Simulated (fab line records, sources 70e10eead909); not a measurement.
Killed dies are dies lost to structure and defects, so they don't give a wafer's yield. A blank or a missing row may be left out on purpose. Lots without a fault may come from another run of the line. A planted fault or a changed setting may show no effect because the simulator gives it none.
fab line records | flow nand_harc
record lots=14 wafers=37 last_day=24
route steps=1159 shown A_SLIT@781 A_WL_FILL@810 A_CONTACT@858 END@1159
lots that met no fault: from a run of the same line without faults
start_h: hours from the record's first day to the start of the lot's first wafer shown | wait_h: hours since the lot's step before | " the same as in the row above | L1.1+2: a row that stands for several wafers | - no value, or no start given | * or withheld: withheld | < > ~ a bound
route shown NAME@n: a module of which the file shows steps, and the number in the route of the first | usual: mean/standard deviation of fault-free wafers | same: alike in all rows | chamber/n: place in a boat | sites: the reading at each site | _std_site: their standard deviation | _edge_site: outer sites' mean less inner sites' | radius_mm: how far each site lies from the wafer's centre | mask NAME#n: copy n | behind: the tool/chamber that last shaped the wafer | hold: why the lot was held/for how many hours/how that ended | device: the transistor (n, p or np) that didn't switch | end of line: the same wafers' tests at the end of the route | a step without rows: its recipe alone | killed: dies lost to structure and defects at the first sort, not the wafer's yield | map: a wafer's dies, x killed, . not, _ none there
set.NAME: the setting as run; set.NAME@STEP: as run at that earlier step | model.NAME: the simulator's own value behind a step, which no gauge read
steps of the route over a sample of lots; a table a step, a row a wafer
services: from which hour (start_h, from the record's first day; less than 0 if before it) a tool's chamber was out of use, for how many hours, and why
## steps
# step NHARC_A_SLIT_DEP_23
# recipe target_thk_a=1000 target_thk_nm=100 temp_c=400 pressure_torr=3.5 flow_sccm=200 rf_w=350 material=SiON
# usual heater_power_w=739/93 showerhead_vpp_V=1156/45
# columns lot.wafer tool chamber start_h wait_h heater_power_w showerhead_vpp_V
L339.3 pecvd-03 0 320.55 1.0 819 1120
L339.1 " 1 " " 693 1163
L339.6 " 0 " " 821 1122
L340.3 pecvd-03 1 335.32 1.1 666 1177
L340.5 " 0 " " 782 1109
L340.6 " 1 " " 681 1139
L342.2 pecvd-04 1 335.45 1.5 877 1138
L342.4 " 2 " " 826 1066
L342.6 " 1 " " 927 1136
L347.3 pecvd-02 2 368.45 1.0 856 1208
L347.4 " 2 " " 828 1217
L347.6 " 0 " " 713 1173
L349.1 pecvd-03 2 378.37 1.7 596 1209
L349.5 " 2 " " 581 1226
L349.6 " 1 " " 694 1174
L350.2 pecvd-03 2 379.62 1.4 598 1210
L350.6 " 0 " " 829 1120
L350.4 " 1 " " 627 1182
L348.1 pecvd-03 1 379.79 1.8 651 1180
L348.5 " 2 " " 687 1200
L348.6 " 0 " " 790 1119
L352.3 pecvd-02 1 391.91 1.1 815 1090
L352.5 " 2 " " 859 1205
L352.4 " 0 " " 658 1154
L351.2 pecvd-02 0 409.14 1.3 694 1166
L351.1 " 1 " " 728 1131
L351.3 " 2 " " 854 1228
L354.3 pecvd-03 0 409.28 1.1 723 1138
L354.4 " 0 " " 751 1104
L354.6 " 1 " " 706 1162
L353.1 pecvd-04 2 411.16 1.7 806 1042
L353.4 " 1 " " 751 1123
L353.6 " 2 " " 832 1078
L357.1 pecvd-04 2 419.12 1.9 916 1077
L357.5 " 2 " " 909 1073
L356.4 pecvd-04 1 422.62 0.8 858 1135
L360.6 pecvd-02 0 428.95 0.1 604 1153
# step NHARC_A_WL_FILL_RTA_01
# recipe temp_c=1000 time_s=5
# usual anneal_temp_c_max=1005.3/1 lamp_power_pct=29.5/0.52 lamp_zone_3_pct=29.5/0.52 wafer_temp_C_max=1005.9/1.4
# columns lot.wafer tool chamber start_h wait_h anneal_temp_c_max lamp_power_pct lamp_zone_3_pct wafer_temp_C_max
L339.1 rtp_anneal-02 0 337.37 - 1005.9 30.1 30.0 1004.4
L339.3 " 0 " " 1007.0 30.0 30.1 1003.6
L339.6 " 0 " " 1006.1 30.0 30.1 1007.6
L340.3 rtp_anneal-01 0 348.45 0.4 1005.7 29.1 29.0 1005.2
L340.5 " 0 " " 1004.2 29.0 29.0 1006.0
L340.6 " 0 " " 1004.7 29.0 29.0 1005.7
L342.2 rtp_anneal-01 0 348.75 0.4 1006.3 29.0 29.0 1006.6
L342.4 " 0 " " 1005.7 29.0 29.0 1007.5
L342.6 " 0 " " 1005.6 29.0 29.0 1007.8
L347.3 rtp_anneal-02 0 380.37 - 1004.8 30.0 30.0 1005.4
L347.4 " 0 " " 1006.5 30.1 30.1 1004.9
L347.6 " 0 " " 1004.8 30.1 30.1 1004.3
L349.1 rtp_anneal-02 0 391.01 - 1005.7 30.0 30.1 1005.5
L349.5 " 0 " " 1004.7 30.1 30.1 1003.8
L349.6 " 0 " " 1005.2 30.1 30.1 1004.2
L350.2 rtp_anneal-01 0 391.05 - 1007.0 29.1 29.0 1006.5
L350.4 " 0 " " 1005.2 29.0 29.0 1006.5
L350.6 " 0 " " 1007.1 29.1 29.0 1006.8
L348.1 rtp_anneal-01 0 391.37 - 1005.2 29.0 29.0 1006.7
L348.5 " 0 " " 1005.0 28.9 29.0 1006.7
L348.6 " 0 " " 1005.0 29.0 29.0 1007.2
L352.3 rtp_anneal-01 0 406.32 - 1005.5 29.0 29.0 1006.9
L352.4 " 0 " " 1006.6 29.1 29.0 1008.5
L352.5 " 0 " " 1004.4 29.0 29.1 1006.3
L354.3 rtp_anneal-01 0 421.57 - 1005.7 29.1 29.0 1007.7
L354.4 " 0 " " 1006.4 29.0 29.0 1007.2
L354.6 " 0 " " 1005.5 29.0 29.0 1005.1
L353.1 rtp_anneal-02 0 421.57 - 1006.5 30.1 30.1 1004.8
L353.4 " 0 " " 1005.4 30.1 30.1 1004.0
L353.6 " 0 " " 1007.6 30.0 30.1 1004.4
L351.1 rtp_anneal-01 0 421.68 - 1004.1 29.1 29.0 1005.5
L351.2 " 0 " " 1004.8 29.0 29.0 1007.0
L351.3 " 0 " " 1003.7 29.0 29.0 1007.0
L357.1 rtp_anneal-02 0 429.43 - 1005.4 30.1 30.0 1005.1
L357.5 " 0 " " 1004.8 30.0 30.1 1004.8
L356.4 rtp_anneal-02 0 437.92 - 1005.9 30.1 30.1 1005.0
L360.6 rtp_anneal-01 0 440.90 - 1007.6 29.0 29.0 1006.5
# step NHARC_A_WL_FILL_STRIP_27
# recipe power_w=1500 temp_c=250 time_s=20 chemistry=N2/H2
# usual drypump_motor_current_A=5.71/0.29 heater_power_w=333/39
# columns lot.wafer tool chamber start_h wait_h drypump_motor_current_A heater_power_w rf_hours_counter_h
L339.1 plasma_asher-01 1 341.73 0.2 5.40 317 26
L339.3 " 1 " " 5.42 314 -
L339.6 " 0 " " 5.67 314 -
L340.3 plasma_asher-01 1 353.49 0.1 5.44 324 -
L340.6 " 1 " " 5.41 319 -
L340.5 " 0 " " 5.69 308 -
L342.2 plasma_asher-02 1 356.13 0.1 6.20 310 53
L342.4 " 0 " " 5.65 391 -
L342.6 " 1 " " 6.21 312 -
L347.4 plasma_asher-01 1 387.71 0.1 5.43 308 -
L347.3 " 0 " " 5.70 313 -
L347.6 " 1 " " 5.40 323 -
L349.1 plasma_asher-01 0 395.69 0.1 5.70 307 45
L349.6 " 0 " " 5.68 293 -
L349.5 " 1 " " 5.43 317 -
L350.2 plasma_asher-02 1 398.61 0.1 6.22 323 8
L350.4 " 1 " " 6.21 324 -
L350.6 " 1 " " 6.22 313 -
L348.1 plasma_asher-01 1 401.44 0.2 5.46 316 46
L348.6 " 0 " " 5.69 305 -
L348.5 " 1 " " 5.43 316 -
L352.3 plasma_asher-01 0 413.67 0.1 5.68 306 -
L352.4 " 1 " " 5.42 316 -
L352.5 " 1 " " 5.42 322 -
L354.3 plasma_asher-01 0 429.02 0.1 5.70 307 -
L354.4 " 1 " " 5.42 314 -
L354.6 " 0 " " 5.74 313 -
L351.1 plasma_asher-02 0 431.86 0.1 5.66 418 21
L351.2 " 1 " " 6.22 317 21
L351.3 " 1 " " 6.23 319 -
L353.1 plasma_asher-02 0 432.12 0.1 5.62 409 21
L353.4 " 0 " " 5.62 408 -
L353.6 " 1 " " 6.21 325 -
L357.1 plasma_asher-01 0 437.75 0.1 5.71 306 58
L357.5 " 1 " " 5.43 306 -
L356.4 plasma_asher-01 0 445.09 0.1 5.72 305 -
L360.6 plasma_asher-01 0 447.92 0.2 5.72 306 -
# step NHARC_A_CONTACT_ETCH_48
# recipe target_depth_a=390 over_etch_frac=0.3 time_s=65 ion_energy_ev=80 cf4_flow_sccm=150 ar_flow_sccm=0 rf_w=300 bias_w=100 chemistry=CF4
# usual drypump_motor_current_A=5.8/0.48 mfc_ar_sccm=0.014/0.014 oes_product_au=1.002/0.0084 rf_vpp_V=151.3/1.3 showerhead_plenum_p_Torr=1.78/0.067 throttle_valve_pct=13.283/0.0089
# columns lot.wafer tool chamber start_h wait_h drypump_motor_current_A mfc_ar_sccm oes_product_au rf_hours_counter_h rf_vpp_V showerhead_plenum_p_Torr throttle_valve_pct
L339.1 rie_diel-05 0 367.50 0.1 5.6 0 1.004 7 149.8 1.69 13.291
L339.3 " 1 " " 5.7 0.034 0.989 5 152.5 1.80 13.286
L339.6 " 1 " " 5.7 0.034 0.995 - 152.0 1.80 13.301
L340.3 rie_diel-05 3 378.92 0.3 5.5 0.030 1.015 11 151.3 1.82 13.287
L340.5 " 1 " " 5.7 0.034 0.998 - 150.6 1.80 13.287
L340.6 " 2 " " 5.5 0 1.004 - 151.8 1.79 13.287
L342.4 rie_diel-07 3 390.92 0.1 5.1 0.016 1.004 29 154.0 1.87 13.277
L342.2 " 0 " " 6.0 0.036 0.974 31 152.9 1.75 13.291
L342.6 " 2 " " 6.8 0 1.014 - 151.8 1.84 13.295
L347.3 rie_diel-05 3 416.36 0.1 5.5 0.030 0.996 22 152.3 1.82 13.288
L347.4 " 0 " " 5.6 0 1.002 27 150.4 1.69 13.279
L347.6 " 0 " " 5.6 0 1.001 - 151.6 1.69 13.273
L348.1 rie_diel-05 0 425.89 0.1 5.6 0 0.991 30 150.1 1.69 13.283
L348.6 " 0 " " 5.6 0 0.990 - 151.2 1.68 13.279
L348.5 " 2 " " 5.5 0 1.000 - 151.3 1.78 13.286
L350.2 rie_diel-07 3 427.40 0.1 5.1 0.016 1.007 2 152.9 1.87 13.273
L350.4 " 0 " " 6.0 0.036 1.009 2 149.5 1.75 13.292
L350.6 " 3 " " 5.0 0.016 1.001 - 154.1 1.87 13.292
L349.1 rie_diel-07 3 431.77 0.2 5.0 0.016 1.013 3 152.2 1.87 13.268
L349.5 " 0 " " 6.0 0.036 1.010 - 149.1 1.75 13.275
L349.6 " 1 " " 6.1 0.014 0.992 - 151.8 1.82 13.288
L352.4 rie_diel-07 0 440.34 0.1 6.0 0.036 1.010 4 151.2 1.75 13.274
L352.3 " 2 " " 6.8 0 1.000 6 152.0 1.84 13.285
L352.5 " 3 " " 5.0 0.016 1.007 - 152.1 1.87 13.286
L353.1 rie_diel-07 1 456.96 0.1 6.1 0.014 1.005 8 151.5 1.81 13.289
L353.6 " 1 " " 6.1 0.014 0.992 - 151.2 1.81 13.286
L353.4 " 2 " " 6.8 0 1.001 - 152.4 1.84 13.285
L351.1 rie_diel-07 1 461.50 0.1 6.1 0.014 0.993 9 152.0 1.81 13.291
L351.2 " 2 " " 6.8 0 1.002 10 152.2 1.84 13.274
L351.3 " 3 " " 5.0 0.016 1.010 6 153.3 1.87 13.266
L354.4 rie_diel-05 2 463.40 0.1 5.5 0 1.003 43 151.4 1.78 13.278
L354.3 " 0 " " 5.6 0 1.006 43 150.4 1.68 13.275
L354.6 " 2 " " 5.5 0 0.993 - 150.1 1.78 13.283
L357.1 rie_diel-07 1 480.99 0.1 6.1 0.014 0.990 12 150.4 1.81 13.281
L357.5 " 2 " " 6.8 0 1.014 - 152.5 1.83 13.277
L356.4 rie_diel-11 3 485.68 0.1 5.4 0 1.001 36 150.9 1.82 13.280
L360.6 rie_diel-05 1 496.38 0.1 5.7 0.034 1.000 - 151.3 1.79 13.277
# step NHARC_END_SORT_01
# recipe temp_c=25
# usual killed_at_array=29/11 killed_at_other=0.7/1.1 killed_at_periphery=3.1/2 killed_dies=33/11 killed_open=3.5/1.8 killed_short=2.0/1.4
# same gross_dies=677
# columns lot.wafer tool chamber start_h wait_h killed_at_array killed_at_other killed_at_periphery killed_dies killed_open killed_short
L357.1 prober-02 0 570.01 2.5 68 2 2 72 5 3
L357.5 prober-02 0 573.21 3.7 15 1 2 18 1 1
L356.4 prober-01 0 572.46 3.4 98 0 1 99 3 2
L360.6 prober-02 0 573.93 3.9 76 1 4 81 4 2
# killed by level:class
L357.1 A_WL_FILL:unspecified=50 A_CHANNEL_HOLE_D1:chamber_film_flake=6 A_STAIRCASE:chamber_film_flake=4 A_CHANNEL_FILL_D1:geometric_particle:open=3 A_M0:geometric_particle:short=2 THIN_TSV:chamber_film_flake=2 P_GATE:geometric_particle:open=1 A_ONON_D1:geometric_particle:open=1
L356.4 A_WL_FILL:unspecified=45 A_CHANNEL_HOLE_D1:chamber_film_flake=25 A_SLIT:chamber_film_flake=12 A_CONTACT:chamber_film_flake=6 A_M0:geometric_particle:short=2 A_STAIRCASE:chamber_film_flake=2 A_WL_FILL:chamber_film_flake=2 A_ONON_D1:geometric_particle:open=1
L357.5 A_CHANNEL_HOLE_D1:chamber_film_flake=10 P_GATE:chamber_film_flake=2 A_STAIRCASE:chamber_film_flake=2 A_BLC:geometric_particle:open=1 A_M0:geometric_particle:short=1 A_ZERO_WELL:chamber_film_flake=1 THIN_TSV:chamber_film_flake=1
L360.6 A_WL_FILL:unspecified=51 A_CHANNEL_HOLE_D1:chamber_film_flake=9 A_STAIRCASE:chamber_film_flake=5 A_CONTACT:chamber_film_flake=4 A_CHANNEL_FILL_D1:geometric_particle:open=2 THIN_TSV:chamber_film_flake=1 P_M1:geometric_particle:open=1 A_SOURCE_PLATE:geometric_particle:short=1
## services
# columns tool chamber start_h hours kind
rtp_anneal-02 - 300.00 12.0 pm
rie_diel-05 1 305.50 14.4 repair
pecvd-04 - 311.58 1.2 repair
rie_diel-11 3 319.62 27.1 repair
rie_diel-11 2 319.79 1.4 repair
pecvd-02 - 334.56 13.0 pm
rie_diel-05 - 340.70 9.0 pm
rie_diel-05 - 352.65 0.9 repair
plasma_asher-02 - 360.31 9.0 pm
rie_diel-11 - 367.18 9.0 pm
pecvd-04 - 376.04 13.0 pm
pecvd-02 - 380.20 1.2 repair
rie_diel-05 3 381.74 12.5 repair
rie_diel-07 - 405.62 9.0 pm
rie_diel-05 1 423.83 4.1 repair
rie_diel-11 1 427.98 3.9 repair
pecvd-04 1 431.88 16.8 repair
rie_diel-07 3 440.93 18.8 repair
plasma_asher-01 - 453.60 9.0 pm
plasma_asher-01 0 453.60 9.0 vent_cycle
rie_diel-11 0 458.10 3.9 repair
pecvd-04 - 462.40 1.7 repair
pecvd-03 - 473.22 13.0 pm
rie_diel-11 - 479.81 0.3 repair
## key
first_sign step=NHARC_END_SORT_01 reading=killed_at_array direction=up sigmas=4.8 usual=29 struck=81
effect step=NHARC_END_SORT_01 reading=killed_dies direction=up sigmas=4.8 usual=33 struck=84
more_kills_born_at NHARC_A_WL_FILL_STRIP_27@plasma_asher-01=146
met_at NHARC_A_WL_FILL_STRIP_27
struck_lots L356,L357,L360
struck_wafers L356.4,L357.1,L360.6
tester_left_out L356,L357,L360
not_acting_at NHARC_A_SLIT_DEP_23,NHARC_A_WL_FILL_RTA_01,NHARC_A_CONTACT_ETCH_48
onset_between 429.02 437.75
fault kind=chamber_particle_source tool=plasma_asher-01 chamber=0 onset_h=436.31 steps=NHARC_A_WL_FILL_STRIP_27 rate_per_visit_cm2=1.5775 end_h=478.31
# tester_left_out: of these lots the tester's yield and bins aren't shown, on N5 and GAA mostly nor the transistor test; their killed dies are dies lost to structure and defects alone, not to doping, threshold or leakage, so they don't give the yield
